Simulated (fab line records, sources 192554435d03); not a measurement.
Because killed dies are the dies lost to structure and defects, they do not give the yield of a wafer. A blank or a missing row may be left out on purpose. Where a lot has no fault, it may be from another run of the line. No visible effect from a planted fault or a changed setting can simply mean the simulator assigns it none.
A lot that was struck, set against a sound lot :: flow n5 finfet :: 20 steps out of a route of 1938
Sound: the wafers L194.1, L194.2, L194.6. The struck wafers were L201.2, L201.4, L201.5. At the end, the cause is stated.
Each step with rows lists, per side, the tool, then ch with its chambers, then its first start. Under that, the readings that differ: sound wafers :: struck wafers :: difference of the means :: sigmas: that difference in standard deviations of wafers without a fault.
alike: readings whose means differ by less than 2 such deviations, and words and numbers that are the same on both sides. not compared: withheld readings, readings that some wafer has no value for, bounds like >300 that may hide the same value, and numbers for which the record gives no deviation and whose values overlap.
The two part at a step that has a row with sigmas, a row that says differs or no value, or rows on one side only. Numbers that have no deviation but don't overlap get no sigmas and don't part them. A reading that every wafer of one side lacks parts them only if that side has two wafers or more.

first, 10 steps without rows for these wafers: N5_BEOL_M0_SAQP_DESCUM_45 (chemistry O2, time 7 s); N5_BEOL_M0_SAQP_ETCH_88 (etches underlayer in N2/H2, target depth 6.5 nm, time 5.2 s); N5_BEOL_M0_SAQP_ETCH_73 (etches SiARC in CF4, target depth 19.5 nm, time 32.5 s); N5_BEOL_M0_SAQP_CUT_ETCH_46 (etches SOC in N2/H2, target depth 135 nm, overetch 27 nm, time 202.5 s); N5_BEOL_M0_SAQP_STRIP_74 (strips in N2/H2); N5_BEOL_M0_SAQP_STRIP_89 (strips in N2/H2); N5_BEOL_M0_SAQP_ALD_48 (deposits SiO2, target thk 20 nm, pulse time 1 s, co reactant pulse time 1 s); N5_BEOL_M0_SAQP_ETCH_49 (etches SiO2 in CF4/O2, target depth 37 nm); N5_BEOL_M0_SAQP_STRIP_75 (strips in CF4); N5_BEOL_M0_CUTY_COAT_50 (time 60 s, resist thk 15 nm).
N5_BEOL_M0_CUTY_COAT_51: resist thk 150 nm.
  sound on litho track-03 ch 0, day 7 09:13; struck on litho track-03 ch 0, day 7 17:07
reading: spin speed rpm (rpm)
sound: 1498.9 1498.3 1497.5
struck: 1455.3 1456.4 1456.4
difference: -42.2
sigmas: -47

reading: model.CAR-ArF-block_of_BEOL_M0_CUTY_COAT_51.thk nm (nm)
sound: 149.8 150.2 150.2
struck: 152.8 152.8 153
difference: +2.8
sigmas: 
then, 6 steps without rows for these wafers: N5_BEOL_M0_CUTY_EBR_52; N5_BEOL_M0_CUTY_SOFTBAKE_53 (time 60 s); N5_BEOL_M0_CUTY_EXPOSE_54 (exposes mask M0 ABLK); N5_BEOL_M0_CUTY_PEB_55 (peb time 60 s); N5_BEOL_M0_CUTY_DEVELOP_56 (develop time 30 s); N5_BEOL_M0_CUTY_DESCUM_61 (chemistry O2, time 7.9 s).
N5_BEOL_M0_CUTY_ETCH_62: etches SiARC in CF4, time 58.5 s.
  sound on rie diel-06 ch 0,2,3, day 7 09:41; struck on rie diel-06 ch 0,2, day 7 17:28
reading: model.CAR-ArF-block_of_BEOL_M0_CUTY_COAT_51.thk nm (nm)
sound: 118.2 118.6 118.6
struck: 121.2 121 121.4
difference: +2.7
sigmas: 
  alike: drypump motor current A, etch rf on time s, oes product au, rf vpp V, showerhead plenum p Torr, throttle valve pct
  not compared: rf hours counter h
then, 1 step without rows for these wafers: N5_BEOL_M0_CUTY_ETCH_63 (etches SOC in N2/H2, target depth 82.7 nm, overetch 16.5 nm, time 124 s).
-- here the record skips 2 days between the struck wafers' starts before and after, leaving off in module BEOL_M0_CUTY and picking up in module BEOL_M4 (first step shown: number 1111 of the route) --
N5_BEOL_M4_RC_MEAS_101:
  sound on prober-02 ch 0, day 9 07:47; struck on prober-02 ch 0, day 9 23:46
  alike: DIBL_N, DIBL_P, IOFF_N, IOFF_P, ION_N, ION_P, SS_N, SS_P, VT_N, VT_P

== WHERE THEY PART ==
N5_BEOL_M0_CUTY_COAT_51 only, going by this record. Later steps at which nothing parts them and some readings are alike: N5_BEOL_M0_CUTY_ETCH_62, N5_BEOL_M4_RC_MEAS_101.

WHY: what had been put in by the simulator
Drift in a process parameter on litho track-03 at N5_BEOL_M0_CUTY_COAT_51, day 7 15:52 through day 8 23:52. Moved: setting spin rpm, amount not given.
